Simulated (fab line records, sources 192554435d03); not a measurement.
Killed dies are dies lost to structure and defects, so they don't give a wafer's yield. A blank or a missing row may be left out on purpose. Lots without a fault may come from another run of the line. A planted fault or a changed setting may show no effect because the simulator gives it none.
fab line records | flow n5_finfet
record lots=24 wafers=72 last_day=19
route steps=1938 shown BEOL_M5@1154
lots that met no fault: from a run of the same line without faults
start_h: hours from the record's first day to the start of the lot's first wafer shown | wait_h: hours since the lot's step before | " the same as in the row above | L1.1+2: a row that stands for several wafers | - no value, or no start given | * or withheld: withheld | < > ~ a bound
route shown NAME@n: a module of which the file shows steps, and the number in the route of the first | usual: mean/standard deviation of fault-free wafers | same: alike in all rows | chamber/n: place in a boat | sites: the reading at each site | _std_site: their standard deviation | _edge_site: outer sites' mean less inner sites' | radius_mm: how far each site lies from the wafer's centre | mask NAME#n: copy n | behind: the tool/chamber that last shaped the wafer | hold: why the lot was held/for how many hours/how that ended | device: the transistor (n, p or np) that didn't switch | end of line: the same wafers' tests at the end of the route | a step without rows: its recipe alone | killed: dies lost to structure and defects at the first sort, not the wafer's yield | map: a wafer's dies, x killed, . not, _ none there
set.NAME: the setting as run; set.NAME@STEP: as run at that earlier step | model.NAME: the simulator's own value behind a step, which no gauge read
steps of the route over a sample of lots; a table a step, a row a wafer
services: from which hour (start_h, from the record's first day; less than 0 if before it) a tool's chamber was out of use, for how many hours, and why
## steps
# step N5_BEOL_M5_ETCH_68
# recipe chemistry=N2/H2 target=SOC target_depth_a=800 overetch_a=160 mask_material=SiARC temp_c=40 time_s=120 ion_energy_ev=200 pressure_mtorr=30 source_w=840 bias_w=150 n2_flow_sccm=200 h2_flow_sccm=200
# usual drypump_motor_current_A=5.9/0.51 oes_product_au=0.62/0.062 rf_vpp_V=523.7/2.3 showerhead_plenum_p_Torr=2.54/0.082 throttle_valve_pct=17.71/0.3
# columns lot.wafer tool chamber start_h wait_h drypump_motor_current_A oes_product_au rf_hours_counter_h rf_vpp_V showerhead_plenum_p_Torr throttle_valve_pct
L074.2 rie_diel-03 1 180.22 0.0 6.1 0.56 170 527.6 2.64 18.25
L074.3 " 3 " " 6.7 0.69 20 525.6 2.60 17.48
L074.6 " 3 " " 6.7 0.69 - 524.9 2.60 17.48
L076.2 rie_diel-03 1 185.63 0.0 6.0 0.56 171 525.9 2.64 18.27
L076.5 " 3 " " 6.6 0.68 - 525.4 2.60 17.49
L076.6 " 0 " " 4.9 0.60 - 523.9 2.54 17.55
L075.1 rie_diel-02 1 189.45 0.0 5.2 0.54 221 519.4 2.41 18.15
L075.2 " 0 " " 5.6 0.70 19 523.2 2.48 17.54
L075.5 " 3 " " 6.2 0.53 - 520.9 2.42 18.07
L077.1 rie_diel-02 0 200.55 0.0 5.7 0.69 22 521.6 2.48 17.57
L077.5 " 0 " " 5.6 0.69 - 521.2 2.48 17.53
L077.6 " 1 " " 5.2 0.53 - 520.4 2.41 18.18
L078.1 rie_diel-02 3 206.57 0.0 6.2 0.53 226 520.6 2.42 18.08
L078.3 " 2 " " 6.4 0.72 8 523.5 2.49 17.74
L078.6 " 0 " " 5.6 0.70 - 522.0 2.48 17.55
L079.3 rie_diel-02 3 209.46 0.0 6.2 0.53 227 520.3 2.42 18.09
L079.4 " 1 " " 5.2 0.54 226 520.3 2.41 18.17
L079.6 " 0 " " 5.6 0.69 - 521.8 2.48 17.56
L080.3 rie_diel-02 2 216.51 0.0 6.4 0.72 10 522.3 2.49 17.74
L080.4 " 1 " " 5.2 0.53 228 519.5 2.41 18.17
L080.5 " 1 " " 5.2 0.53 - 519.1 2.41 18.17
L081.2 rie_diel-02 2 216.94 0.0 6.5 0.72 10 522.4 2.49 17.75
L081.4 " 0 " " 5.6 0.68 26 523.4 2.48 17.54
L081.5 " 1 " " 5.2 0.54 - 519.6 2.41 18.18
L082.1 rie_diel-01 1 216.98 0.0 5.8 0.67 46 528.7 2.69 17.32
L082.2 " 0 " " 6.5 0.62 114 523.2 2.56 17.61
L082.5 " 1 " " 5.8 0.67 - 528.5 2.69 17.32
L083.3 rie_diel-03 1 236.41 0.0 6.0 0.55 188 526.2 2.63 18.29
L083.5 " 1 " " 6.1 0.55 - 524.7 2.63 18.27
L083.6 " 2 " " 5.8 0.56 - 522.8 2.55 17.74
L085.3 rie_diel-01 0 238.96 0.0 6.5 0.61 123 523.5 2.55 17.61
L085.4 " 3 " " 5.4 0.70 15 523.1 2.48 17.18
L085.5 " 0 " " 6.5 0.61 - 524.2 2.55 17.63
L084.2 rie_diel-03 0 242.25 0.0 4.9 0.59 159 524.1 2.53 17.58
L084.4 " 3 " " 6.6 0.67 42 525.1 2.59 17.50
L084.6 " 2 " " 5.8 0.55 - 523.6 2.55 17.75
L087.1 rie_diel-01 3 258.84 0.0 5.4 0.69 21 523.8 2.48 17.19
L087.2 " 1 " " 5.7 0.65 61 528.2 2.69 17.34
L087.3 " 2 " " 5.7 0.63 67 526.0 2.60 17.79
L089.1 rie_diel-01 3 267.50 0.0 5.4 0.68 23 520.8 2.47 17.20
L089.2 " 2 " " 5.7 0.63 69 524.4 2.60 17.81
L089.3 " 0 " " 6.5 0.60 132 525.1 2.55 17.63
L086.3 rie_diel-03 2 267.56 0.0 5.8 0.55 170 523.1 2.54 17.75
L086.4 " 1 " " 6.1 0.54 199 526.5 2.63 18.29
L086.6 " 2 " " 5.8 0.54 - 523.8 2.54 17.75
L088.1 rie_diel-01 0 274.97 0.0 6.5 0.61 134 523.5 2.55 17.62
L088.4 " 2 " " 5.7 0.63 71 524.6 2.60 17.81
L088.6 " 0 " " 6.4 0.61 - 522.8 2.55 17.62
L090.3 rie_diel-01 2 281.60 0.0 5.7 0.62 73 523.2 2.60 17.80
L090.4 " 0 " " 6.5 0.60 135 525.0 2.55 17.65
L090.6 " 0 " " 6.4 0.60 - 522.8 2.55 17.64
L091.2 rie_diel-01 1 311.67 0.0 5.8 0.64 76 528.2 2.68 17.38
L091.4 " 0 " " 6.5 0.60 145 524.9 2.55 17.65
L091.6 " 2 " " 5.7 0.61 - 524.9 2.59 17.81
L093.1 rie_diel-03 3 313.93 0.0 6.6 0.63 64 524.7 2.58 17.57
L093.5 " 2 " " 5.8 0.54 - 523.2 2.54 17.79
L093.6 " 3 " " 6.6 0.64 - 524.6 2.58 17.56
L094.2 rie_diel-03 1 317.63 0.0 6.0 0.54 214 525.3 2.62 18.31
L094.3 " 2 " " 5.8 0.55 187 524.4 2.53 17.79
L094.6 " 0 " " 4.9 0.58 - 523.7 2.52 17.59
L092.4 rie_diel-02 0 320.49 0.0 5.6 0.65 - 522.3 2.47 17.58
L092.5 " 2 " " 6.4 0.67 - 521.3 2.48 17.79
L092.6 " 3 " " 6.2 0.75 - 529.3 2.73 17.66
L096.1 rie_diel-03 0 336.95 0.0 4.9 0.57 186 523.8 2.52 17.63
L096.3 " 1 " " 6.1 0.54 219 526.4 2.62 18.32
L096.5 " 3 " " 6.7 0.63 - 523.6 2.57 17.55
L095.2 rie_diel-02 3 337.23 0.0 6.2 0.71 7 529.1 2.73 17.66
L095.3 " 2 " " 6.4 0.66 48 522.4 2.47 17.80
L095.4 " 0 " " 5.6 0.64 - 521.6 2.47 17.61
L097.1 rie_diel-01 3 340.43 0.0 5.4 0.66 47 522.1 2.46 17.24
L097.2 " 2 " " 5.7 0.61 83 523.6 2.59 17.85
L097.3 " 0 " " 6.5 0.59 154 524.4 2.54 17.68
# step N5_BEOL_M5_VIA_ETCH_34
# recipe chemistry=C4F6/O2 target=SiCOH_lowk target_depth_a=883 mask_material=SOC taper_deg=4 time_s=39.2 ion_energy_ev=250 pressure_mtorr=30 source_w=345 bias_w=185 Ar_flow_sccm=300 C4F6_flow_sccm=10 O2_flow_sccm=10
# usual drypump_motor_current_A=5.9/0.51 oes_ar_750_au=0.82/0.083 oes_product_au=0.81/0.088 rf_vpp_V=659/10 showerhead_plenum_p_Torr=2.85/0.079 throttle_valve_pct=20.80/0.3
# columns lot.wafer tool chamber start_h wait_h drypump_motor_current_A oes_ar_750_au oes_product_au rf_hours_counter_h rf_vpp_V showerhead_plenum_p_Torr throttle_valve_pct
L074.2 rie_diel-03 1 180.32 0.0 6.0 0.74 0.72 170 652 2.94 21.30
L074.3 " 3 " " 6.6 0.92 0.93 20 654 2.92 20.71
L074.6 " 3 " " 6.7 0.92 0.92 - 654 2.92 20.70
L076.2 rie_diel-03 1 185.73 0.0 6.0 0.74 0.72 171 651 2.94 21.28
L076.5 " 3 " " 6.6 0.92 0.92 - 653 2.92 20.69
L076.6 " 0 " " 4.9 0.78 0.77 - 663 2.86 20.62
L075.1 rie_diel-02 1 189.55 0.0 5.2 0.70 0.70 221 647 2.73 21.37
L075.2 " 0 " " 5.6 0.92 0.91 19 653 2.80 20.74
L075.5 " 3 " " 6.2 0.69 0.69 - 673 2.72 21.10
L077.1 rie_diel-02 0 200.65 0.0 5.6 0.91 0.92 22 653 2.80 20.76
L077.5 " 0 " " 5.6 0.92 0.92 - 651 2.80 20.76
L077.6 " 1 " " 5.2 0.70 0.69 - 645 2.73 21.40
L078.1 rie_diel-02 3 206.68 0.0 6.2 0.69 0.68 226 673 2.72 21.09
L078.3 " 2 " " 6.4 0.94 0.94 8 661 2.79 20.87
L078.6 " 0 " " 5.6 0.91 0.92 - 654 2.80 20.75
L079.3 rie_diel-02 3 209.56 0.0 6.2 0.68 0.68 227 675 2.72 21.09
L079.4 " 1 " " 5.2 0.70 0.69 226 646 2.73 21.38
L079.6 " 0 " " 5.6 0.91 0.91 - 651 2.80 20.78
L080.3 rie_diel-02 2 216.61 0.0 6.4 0.94 0.94 10 661 2.79 20.88
L080.4 " 1 " " 5.2 0.69 0.68 228 647 2.73 21.40
L080.5 " 1 " " 5.2 0.69 0.69 - 647 2.73 21.41
L081.2 rie_diel-02 2 217.04 0.0 6.4 0.93 0.94 10 660 2.79 20.90
L081.4 " 0 " " 5.6 0.90 0.91 26 652 2.80 20.78
L081.5 " 1 " " 5.2 0.70 0.69 - 648 2.73 21.41
L082.1 rie_diel-01 1 217.08 0.0 5.8 0.89 0.87 46 648 2.99 20.27
L082.2 " 0 " " 6.5 0.81 0.81 115 653 2.85 20.55
L082.5 " 1 " " 5.8 0.89 0.88 - 648 2.99 20.27
L083.3 rie_diel-03 1 236.51 0.0 6.0 0.73 0.71 188 651 2.93 21.31
L083.5 " 1 " " 6.1 0.72 0.71 - 651 2.93 21.31
L083.6 " 2 " " 5.8 0.73 0.72 - 655 2.85 20.77
L085.3 rie_diel-01 0 239.06 0.0 6.5 0.80 0.80 123 654 2.84 20.57
L085.4 " 3 " " 5.4 0.93 0.92 15 681 2.80 20.49
L085.5 " 0 " " 6.5 0.80 0.78 - 654 2.84 20.56
L084.2 rie_diel-03 0 242.35 0.0 4.9 0.77 0.77 159 662 2.85 20.65
L084.4 " 3 " " 6.6 0.89 0.88 42 653 2.91 20.74
L084.6 " 2 " " 5.8 0.73 0.73 - 653 2.85 20.80
L087.1 rie_diel-01 3 258.94 0.0 5.4 0.92 0.91 21 681 2.80 20.49
L087.2 " 1 " " 5.8 0.87 0.86 61 646 2.99 20.29
L087.3 " 2 " " 5.7 0.82 0.83 67 668 2.88 20.76
L089.1 rie_diel-01 3 267.60 0.0 5.4 0.90 0.90 23 680 2.80 20.49
L089.2 " 2 " " 5.7 0.81 0.82 69 667 2.88 20.76
L089.3 " 0 " " 6.5 0.79 0.79 132 655 2.84 20.57
L086.3 rie_diel-03 2 267.66 0.0 5.8 0.72 0.71 170 655 2.85 20.79
L086.4 " 1 " " 6.1 0.73 0.70 199 651 2.93 21.32
L086.6 " 2 " " 5.8 0.72 0.71 - 655 2.85 20.79
L088.1 rie_diel-01 0 275.07 0.0 6.5 0.79 0.80 134 654 2.84 20.58
L088.4 " 2 " " 5.7 0.81 0.81 71 667 2.88 20.76
L088.6 " 0 " " 6.5 0.79 0.80 - 654 2.84 20.58
L090.3 rie_diel-01 2 281.70 0.0 5.8 0.81 0.81 73 668 2.88 20.78
L090.4 " 0 " " 6.4 0.79 0.78 135 653 2.84 20.58
L090.6 " 0 " " 6.5 0.79 0.79 - 655 2.84 20.61
L091.2 rie_diel-01 1 311.78 0.0 5.8 0.85 0.85 76 648 2.98 20.32
L091.4 " 0 " " 6.4 0.78 0.77 145 654 2.83 20.61
L091.6 " 2 " " 5.7 0.81 0.80 - 667 2.88 20.79
L093.1 rie_diel-03 3 314.03 0.0 6.7 0.85 0.84 64 654 2.90 20.76
L093.5 " 2 " " 5.8 0.71 0.70 - 654 2.84 20.81
L093.6 " 3 " " 6.7 0.85 0.84 - 654 2.90 20.77
L094.2 rie_diel-03 1 317.73 0.0 6.1 0.71 0.69 214 652 2.92 21.36
L094.3 " 2 " " 5.8 0.71 0.70 187 655 2.84 20.81
L094.6 " 0 " " 4.9 0.75 0.74 - 665 2.84 20.68
L092.4 rie_diel-02 0 320.57 0.0 5.6 0.86 0.87 - 651 2.78 20.81
L092.5 " 2 " " 6.5 0.87 0.87 - 660 2.78 20.95
L092.6 " 3 " " 6.2 0.99 0.97 - 685 3.05 20.71
L096.1 rie_diel-03 0 337.05 0.0 4.9 0.75 0.74 186 665 2.84 20.67
L096.3 " 1 " " 6.1 0.70 0.69 219 650 2.92 21.35
L096.5 " 3 " " 6.6 0.84 0.84 - 656 2.90 20.78
L095.2 rie_diel-02 3 337.33 0.0 6.2 0.94 0.95 7 685 3.05 20.74
L095.3 " 2 " " 6.4 0.86 0.87 48 662 2.77 20.95
L095.4 " 0 " " 5.6 0.85 0.86 - 651 2.78 20.82
L097.1 rie_diel-01 3 340.53 0.0 5.4 0.87 0.86 47 680 2.79 20.53
L097.2 " 2 " " 5.7 0.80 0.80 83 666 2.87 20.79
L097.3 " 0 " " 6.4 0.78 0.76 154 654 2.83 20.62
# step N5_BEOL_M5_STRIP_91
# recipe chemistry=N2/H2 time_s=10 power_w=450 temp_c=40 pressure_mtorr=20 rf_frequency_hz=6e+07 bias_power_w=7 n2_flow_sccm=200 h2_flow_sccm=200
# usual drypump_motor_current_A=5.9/0.51 oes_product_au=0.81/0.087 rf_vpp_V=59.1/0.96 showerhead_plenum_p_Torr=2.54/0.083 throttle_valve_pct=23.5/0.33
# columns lot.wafer tool chamber start_h wait_h drypump_motor_current_A oes_product_au rf_hours_counter_h rf_vpp_V showerhead_plenum_p_Torr throttle_valve_pct
L074.2 rie_diel-03 1 - - 6.1 0.74 170 58.5 2.63 24.1
L074.3 " 3 " " 6.6 0.92 20 60.6 2.59 23.3
L074.6 " 3 " " 6.6 0.93 - 58.8 2.59 23.3
L076.2 rie_diel-03 1 - - 6.0 0.74 171 58.8 2.63 24.1
L076.5 " 3 " " 6.7 0.91 - 60.7 2.59 23.3
L076.6 " 0 " " 4.9 0.78 - 58.7 2.54 23.4
L075.1 rie_diel-02 1 - - 5.2 0.71 221 58.9 2.41 24.0
L075.2 " 0 " " 5.6 0.94 19 59.8 2.48 23.4
L075.5 " 3 " " 6.2 0.68 - 59.4 2.42 24.0
L077.1 rie_diel-02 0 - - 5.6 0.92 22 59.0 2.48 23.4
L077.5 " 0 " " 5.6 0.94 - 59.4 2.48 23.4
L077.6 " 1 " " 5.2 0.70 - 59.0 2.40 24.0
L078.1 rie_diel-02 3 - - 6.2 0.68 226 57.6 2.41 24.0
L078.3 " 2 " " 6.4 0.95 8 60.3 2.49 23.6
L078.6 " 0 " " 5.6 0.93 - 58.9 2.48 23.4
L079.3 rie_diel-02 3 - - 6.2 0.69 227 58.9 2.41 24.0
L079.4 " 1 " " 5.2 0.70 226 56.8 2.40 24.0
L079.6 " 0 " " 5.6 0.94 - 59.7 2.48 23.4
L080.3 rie_diel-02 2 - - 6.4 0.94 10 57.7 2.49 23.6
L080.4 " 1 " " 5.2 0.70 228 58.9 2.40 24.0
L080.5 " 1 " " 5.2 0.69 - 58.6 2.40 24.0
L081.2 rie_diel-02 2 - - 6.4 0.95 10 59.6 2.49 23.6
L081.4 " 0 " " 5.6 0.92 26 59.2 2.48 23.4
L081.5 " 1 " " 5.2 0.69 - 60.6 2.40 24.0
L082.1 rie_diel-01 1 - - 5.7 0.89 46 59.3 2.69 23.3
L082.2 " 0 " " 6.4 0.81 115 57.4 2.55 23.4
L082.5 " 1 " " 5.7 0.88 - 59.2 2.69 23.3
L083.3 rie_diel-03 1 - - 6.0 0.72 188 59.5 2.63 24.2
L083.5 " 1 " " 6.1 0.72 - 59.7 2.63 24.2
L083.6 " 2 " " 5.8 0.73 - 58.6 2.54 23.5
L085.3 rie_diel-01 0 - - 6.5 0.79 123 59.5 2.55 23.4
L085.4 " 3 " " 5.4 0.92 15 59.0 2.47 22.9
L085.5 " 0 " " 6.5 0.81 - 59.1 2.55 23.4
L084.2 rie_diel-03 0 - - 4.9 0.77 159 61.1 2.53 23.4
L084.4 " 3 " " 6.7 0.87 42 58.8 2.58 23.4
L084.6 " 2 " " 5.8 0.73 - 60.0 2.54 23.5
L087.1 rie_diel-01 3 - - 5.4 0.91 21 59.5 2.47 22.9
L087.2 " 1 " " 5.8 0.86 61 59.0 2.68 23.3
L087.3 " 2 " " 5.7 0.82 67 60.0 2.60 23.7
L089.1 rie_diel-01 3 - - 5.4 0.90 23 58.7 2.47 22.9
L089.2 " 2 " " 5.7 0.82 69 58.9 2.59 23.7
L089.3 " 0 " " 6.4 0.80 132 57.8 2.55 23.4
L086.3 rie_diel-03 2 - - 5.8 0.72 170 59.8 2.54 23.5
L086.4 " 1 " " 6.0 0.71 199 60.0 2.62 24.2
L086.6 " 2 " " 5.8 0.72 - 60.5 2.54 23.5
L088.1 rie_diel-01 0 - - 6.5 0.78 134 58.8 2.55 23.4
L088.4 " 2 " " 5.7 0.82 72 59.6 2.59 23.7
L088.6 " 0 " " 6.5 0.78 - 60.3 2.55 23.4
L090.3 rie_diel-01 2 - - 5.7 0.82 73 59.6 2.59 23.7
L090.4 " 0 " " 6.5 0.79 135 60.0 2.55 23.4
L090.6 " 0 " " 6.5 0.80 - 59.2 2.54 23.4
L091.2 rie_diel-01 1 - - 5.8 0.84 76 60.6 2.68 23.3
L091.4 " 0 " " 6.4 0.79 145 58.0 2.54 23.4
L091.6 " 2 " " 5.7 0.81 - 58.2 2.59 23.7
L093.1 rie_diel-03 3 - - 6.6 0.84 64 58.6 2.57 23.4
L093.5 " 2 " " 5.8 0.71 - 59.8 2.53 23.5
L093.6 " 3 " " 6.7 0.84 - 59.6 2.57 23.4
L094.2 rie_diel-03 1 - - 6.0 0.69 214 60.7 2.61 24.2
L094.3 " 2 " " 5.8 0.71 187 58.6 2.53 23.5
L094.6 " 0 " " 4.9 0.75 - 59.9 2.52 23.4
L092.4 rie_diel-02 0 - - 5.6 0.87 - 57.5 2.47 23.4
L092.5 " 2 " " 6.4 0.88 - 59.3 2.47 23.6
L092.6 " 3 " " 6.2 0.98 - 59.5 2.72 23.7
L096.1 rie_diel-03 0 - - 4.9 0.74 186 61.6 2.52 23.4
L096.3 " 1 " " 6.0 0.69 219 58.9 2.61 24.2
L096.5 " 3 " " 6.6 0.83 - 59.9 2.57 23.4
L095.2 rie_diel-02 3 - - 6.2 0.93 7 59.9 2.72 23.7
L095.3 " 2 " " 6.4 0.87 48 58.8 2.47 23.6
L095.4 " 0 " " 5.6 0.86 - 59.6 2.46 23.4
L097.1 rie_diel-01 3 - - 5.3 0.85 47 58.1 2.46 22.9
L097.2 " 2 " " 5.7 0.80 83 58.1 2.59 23.7
L097.3 " 0 " " 6.5 0.76 154 59.5 2.54 23.4
# step N5_BEOL_M5_OCD_MEAS_38
# usual trench_depth_nm=71.8/1.3
# columns lot.wafer tool chamber start_h wait_h trench_depth_nm
L074.2 ocd-02 - 180.56 - 70.9
L074.3 " - " " 74.5
L074.6 " - " " 74.2
L076.2 ocd-02 - 185.97 - 71.8
L076.5 " - " " 74.8
L076.6 " - " " 71.1
L075.1 ocd-02 - 189.79 - 71.0
L075.2 " - " " 73.8
L075.5 " - " " 70.4
L077.1 ocd-02 - 200.90 - 74.3
L077.5 " - " " 73.8
L077.6 " - " " 71.0
L078.1 ocd-02 - 206.91 - 71.2
L078.3 " - " " 72.4
L078.6 " - " " 74.2
L079.3 ocd-01 - 209.80 - 69.9
L079.4 " - " " 70.2
L079.6 " - " " 72.8
L080.3 ocd-01 - 216.86 - 71.9
L080.4 " - " " 71.1
L080.5 " - " " 69.5
L081.2 ocd-01 - 217.28 - 72.5
L081.4 " - " " 73.8
L081.5 " - " " 71.0
L082.1 ocd-02 - 217.32 - 72.3
L082.2 " - " " 71.9
L082.5 " - " " 72.2
L083.3 ocd-01 - 236.76 - 69.6
L083.5 " - " " 70.0
L083.6 " - " " 71.2
L085.3 ocd-02 - 239.30 - 71.9
L085.4 " - " " 72.3
L085.5 " - " " 70.2
L084.2 ocd-01 - 242.59 - 70.7
L084.4 " - " " 72.9
L084.6 " - " " 71.0
L087.1 ocd-02 - 259.18 - 72.5
L087.2 " - " " 73.0
L087.3 " - " " 73.0
L089.1 ocd-01 - 267.83 - 73.6
L089.2 " - " " 72.5
L089.3 " - " " 71.9
L086.3 ocd-01 - 267.90 - 71.6
L086.4 " - " " 70.8
L086.6 " - " " 71.3
L088.1 ocd-01 - 275.31 - 71.5
L088.4 " - " " 73.2
L088.6 " - " " 71.0
L090.3 ocd-01 - 281.94 - 72.2
L090.4 " - " " 70.7
L090.6 " - " " 71.7
L091.2 ocd-01 - 312.02 - 72.2
L091.4 " - " " 70.4
L091.6 " - " " 70.0
L093.1 ocd-02 - 314.27 - 70.9
L093.5 " - " " 69.4
L093.6 " - " " 71.6
L094.2 ocd-02 - 317.97 - 69.3
L094.3 " - " " 70.4
L094.6 " - " " 70.1
L092.4 ocd-01 - 320.80 - 72.6
L092.5 " - " " 72.4
L092.6 " - " " 71.5
L096.1 ocd-02 - 337.29 - 71.4
L096.3 " - " " 70.3
L096.5 " - " " 72.4
L095.2 ocd-01 - 337.58 - 73.0
L095.3 " - " " 71.3
L095.4 " - " " 73.2
L097.1 ocd-02 - 340.77 - 72.8
L097.2 " - " " 70.9
L097.3 " - " " 70.1
# step N5_BEOL_M5_PRE_CLEAN_45
# recipe gas=H2/He time_s=30 temp_c=250
# usual heater_power_w=332/30
# columns lot.wafer tool chamber start_h wait_h heater_power_w
L074.2 pvd_sputter-01 - 181.14 0.0 281
L074.3 " - " " 354
L074.6 " - " " 351
L076.2 pvd_sputter-02 - 186.59 0.0 329
L076.5 " - " " 364
L076.6 " - " " 328
L075.1 pvd_sputter-03 - 192.33 0.0 386
L075.2 " - " " 300
L075.5 " - " " 291
L077.1 pvd_sputter-03 - 203.46 0.0 384
L077.5 " - " " 289
L077.6 " - " " 328
L078.1 pvd_sputter-03 - 209.25 0.0 329
L078.3 " - " " 292
L078.6 " - " " 291
L079.3 pvd_sputter-01 - 210.49 0.0 336
L079.4 " - " " 280
L079.6 " - " " 379
L080.3 pvd_sputter-01 - 217.99 0.0 279
L080.4 " - " " 376
L080.5 " - " " 344
L081.2 pvd_sputter-01 - 219.55 0.0 351
L081.4 " - " " 370
L081.5 " - " " 350
L082.1 pvd_sputter-02 - 219.85 0.0 327
L082.2 " - " " 324
L082.5 " - " " 319
L083.3 pvd_sputter-01 - 238.91 0.0 369
L083.5 " - " " 376
L083.6 " - " " 281
L085.3 pvd_sputter-02 - 239.99 0.0 320
L085.4 " - " " 321
L085.5 " - " " 326
L084.2 pvd_sputter-01 - 243.67 0.0 277
L084.4 " - " " 347
L084.6 " - " " 381
L087.1 pvd_sputter-01 - 259.89 0.0 367
L087.2 " - " " 341
L087.3 " - " " 346
L089.1 pvd_sputter-03 - 268.51 0.0 381
L089.2 " - " " 291
L089.3 " - " " 338
L086.3 pvd_sputter-03 - 268.82 0.0 331
L086.4 " - " " 293
L086.6 " - " " 379
L088.1 pvd_sputter-03 - 280.24 0.0 329
L088.4 " - " " 293
L088.6 " - " " 331
L090.3 pvd_sputter-02 - 284.65 0.0 326
L090.4 " - " " 365
L090.6 " - " " 331
L091.2 pvd_sputter-02 - 312.70 0.0 323
L091.4 " - " " 375
L091.6 " - " " 321
L093.1 pvd_sputter-02 - 315.18 0.0 322
L093.5 " - " " 321
L093.6 " - " " 334
L094.2 pvd_sputter-03 - 318.68 0.0 337
L094.3 " - " " 376
L094.6 " - " " 330
L092.4 pvd_sputter-02 - 321.84 0.0 317
L092.5 " - " " 325
L092.6 " - " " 333
L096.1 pvd_sputter-03 - 337.93 0.0 293
L096.3 " - " " 385
L096.5 " - " " 328
L095.2 pvd_sputter-02 - 338.22 0.0 319
L095.3 " - " " 316
L095.4 " - " " 331
L097.1 pvd_sputter-02 - 341.96 0.0 325
L097.2 " - " " 333
L097.3 " - " " 366
# step N5_BEOL_M5_ANNEAL_84
# recipe temp_c=400 time_s=1800 ambient=vacuum
# usual heater_power_w=832/81
# columns lot.wafer tool chamber start_h wait_h heater_power_w
L074.2 pvd_sputter-03 - 184.03 0.0 829
L074.3 " - " " 741
L074.6 " - " " 823
L076.2 pvd_sputter-03 - 189.60 0.0 844
L076.5 " - " " 972
L076.6 " - " " 739
L075.1 pvd_sputter-01 - 195.27 0.0 853
L075.2 " - " " 854
L075.5 " - " " 858
L077.1 pvd_sputter-03 - 206.70 0.0 843
L077.5 " - " " 955
L077.6 " - " " 728
L078.1 pvd_sputter-03 - 212.28 0.0 754
L078.3 " - " " 954
L078.6 " - " " 952
L079.3 pvd_sputter-02 - 213.97 0.0 817
L079.4 " - " " 929
L079.6 " - " " 832
L080.3 pvd_sputter-03 - 220.75 0.0 756
L080.4 " - " " 739
L080.5 " - " " 943
L081.2 pvd_sputter-02 - 222.39 0.0 824
L081.4 " - " " 817
L081.5 " - " " 918
L082.1 pvd_sputter-01 - 222.77 0.0 863
L082.2 " - " " 938
L082.5 " - " " 852
L083.3 pvd_sputter-03 - 241.77 0.0 728
L083.5 " - " " 722
L083.6 " - " " 964
L085.3 pvd_sputter-02 - 244.25 0.0 909
L085.4 " - " " 814
L085.5 " - " " 812
L084.2 pvd_sputter-03 - 246.62 0.0 757
L084.4 " - " " 716
L084.6 " - " " 739
L087.1 pvd_sputter-02 - 262.68 0.0 787
L087.2 " - " " 879
L087.3 " - " " 827
L089.1 pvd_sputter-01 - 271.27 0.0 696
L089.2 " - " " 884
L089.3 " - " " 857
L086.3 pvd_sputter-03 - 271.69 0.0 757
L086.4 " - " " 724
L086.6 " - " " 729
L088.1 pvd_sputter-03 - 283.42 0.0 989
L088.4 " - " " 753
L088.6 " - " " 752
L090.3 pvd_sputter-02 - 287.78 0.0 888
L090.4 " - " " 813
L090.6 " - " " 818
L091.2 pvd_sputter-01 - 315.62 0.0 865
L091.4 " - " " 704
L091.6 " - " " 872
L093.1 pvd_sputter-02 - 318.45 0.0 892
L093.5 " - " " 832
L093.6 " - " " 818
L094.2 pvd_sputter-03 - 322.23 0.0 751
L094.3 " - " " 767
L094.6 " - " " 949
L092.4 pvd_sputter-02 - 326.76 0.5 770
L092.5 " - " " 815
L092.6 " - " " 814
L096.1 pvd_sputter-03 - 341.05 0.0 823
L096.3 " - " " 750
L096.5 " - " " 955
L095.2 pvd_sputter-01 - 341.52 0.0 943
L095.3 " - " " 697
L095.4 " - " " 852
L097.1 pvd_sputter-02 - 345.31 0.0 817
L097.2 " - " " 917
L097.3 " - " " 800
## services
# columns tool chamber start_h hours kind
rie_diel-03 2 170.50 10.6 repair
rie_diel-01 3 172.28 - clean
rie_diel-01 3 172.28 - consumable_replace:focus_ring
rie_diel-01 3 172.28 17.3 scheduled_down
rie_diel-01 3 172.28 17.3 vent_cycle
rie_diel-02 - 186.52 0.8 repair
pvd_sputter-02 - 189.66 6.6 repair
rie_diel-01 3 216.72 5.4 repair
rie_diel-02 - 226.79 14.6 pm
rie_diel-02 0 275.91 6.9 repair
rie_diel-01 2 285.53 14.8 repair
pvd_sputter-03 - 294.50 0.8 repair
rie_diel-02 3 302.17 - clean
rie_diel-02 3 302.17 - consumable_replace:focus_ring
rie_diel-02 3 302.17 - consumable_replace:showerhead
rie_diel-02 3 302.17 17.7 scheduled_down
rie_diel-02 3 302.17 17.7 vent_cycle
rie_diel-02 1 320.25 - clean
rie_diel-02 1 320.25 - consumable_replace:esc
rie_diel-02 1 320.25 - consumable_replace:focus_ring
rie_diel-02 1 320.25 - consumable_replace:showerhead
rie_diel-02 1 320.25 34.3 scheduled_down
rie_diel-02 1 320.25 34.3 vent_cycle
## key
fault none
